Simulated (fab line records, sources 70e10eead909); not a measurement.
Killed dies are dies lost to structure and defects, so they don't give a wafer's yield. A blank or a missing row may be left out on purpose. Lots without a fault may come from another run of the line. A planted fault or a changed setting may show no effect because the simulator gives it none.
One fault seen from 2 desks | flow nand_harc | each desk has only its own numbers; what lay behind them comes last

THE METROLOGY DESK
What the gauges read, lot by lot, whatever tool the lot ran on: means of the sampled wafers that have a number. A lot is out of limits, marked OUT, if its mean lies more than 4 standard deviations from the usual mean; the brackets give that distance.
Columns: A = cd_nm at NHARC_A_M0_CD_MEAS_09, usual 79.9 nm; B = cd_nm at NHARC_A_M0_CD_MEAS_16, usual 79.9 nm
lot  | first seen here | A               | B
L360 | day 23 03:47    | 79.7            | 79.7
L363 | day 24 05:23    | 80.0            | 80.6
L362 | day 24 06:13    | 80.7            | 80.4
L364 | day 24 23:16    | 79.8            | 80.3
L365 | day 25 04:51    | 79.3            | 79.1
L366 | day 25 09:04    | 79.9            | 79.8
L368 | day 26 01:57    | 79.3            | 79.9
L367 | day 26 04:04    | 79.7            | 79.6
L370 | day 26 23:50    | 80.1            | 79.8
L371 | day 27 14:52    | 80.4            | 80.1
L376 | day 29 23:04    | 80.6            | 80.5
L380 | day 31 11:16    | 75.6 (-7.8) OUT | 75.8 (-6.8) OUT
L379 | day 31 20:38    | 76.1 (-7.0) OUT | 75.7 (-7.0) OUT
L382 | day 32 00:07    | 79.0            | 78.9
This desk's finding: out of limits on L379, L380; first on L380, day 31 11:16 (cd_nm at NHARC_A_M0_CD_MEAS_09). In limits: L360, L363, L362, L364, L365, L366, L368, L367, L370, L371, L376, L382.

THE DEFECT DESK
What the inspections along the route counted, lot by lot: means of the sampled wafers that have a number. A lot is out of limits, marked OUT, if its mean lies more than 4 standard deviations from the usual mean; the brackets give that distance.
Columns: A = raw_defect_count at NHARC_A_M0_INSPECT_11, usual 86
lot  | first seen here | A
L360 | day 23 03:55    | 83
L363 | day 24 05:30    | 70
L362 | day 24 06:20    | 96
L364 | day 24 23:23    | 112
L365 | day 25 04:58    | 29
L366 | day 25 09:11    | 162
L368 | day 26 02:04    | 34
L367 | day 26 04:11    | 171
L370 | day 26 23:57    | 45
L371 | day 27 14:59    | 104
L376 | day 29 23:11    | 66
L380 | day 31 11:23    | 75
L379 | day 31 20:46    | 94
L382 | day 32 00:14    | 39
This desk's finding: nothing out of limits on any of the 14 lots.

PUT TOGETHER
The metrology desk could have raised an alarm at day 31 11:16, on L379, L380.
The defect desk saw nothing out of limits.
The defect desk has L379, L380 on record, within its limits.
Of the lots named, all ran NHARC_A_M0_EXPOSE_06 on arfi_scanner-03.

WHAT THE SIMULATOR HAD PUT IN
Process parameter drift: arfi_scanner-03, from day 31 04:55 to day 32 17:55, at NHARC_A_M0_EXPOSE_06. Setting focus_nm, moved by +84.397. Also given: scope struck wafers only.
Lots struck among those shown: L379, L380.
Hours from the fault's start to each desk's first reading out of limits: the metrology desk, 6.
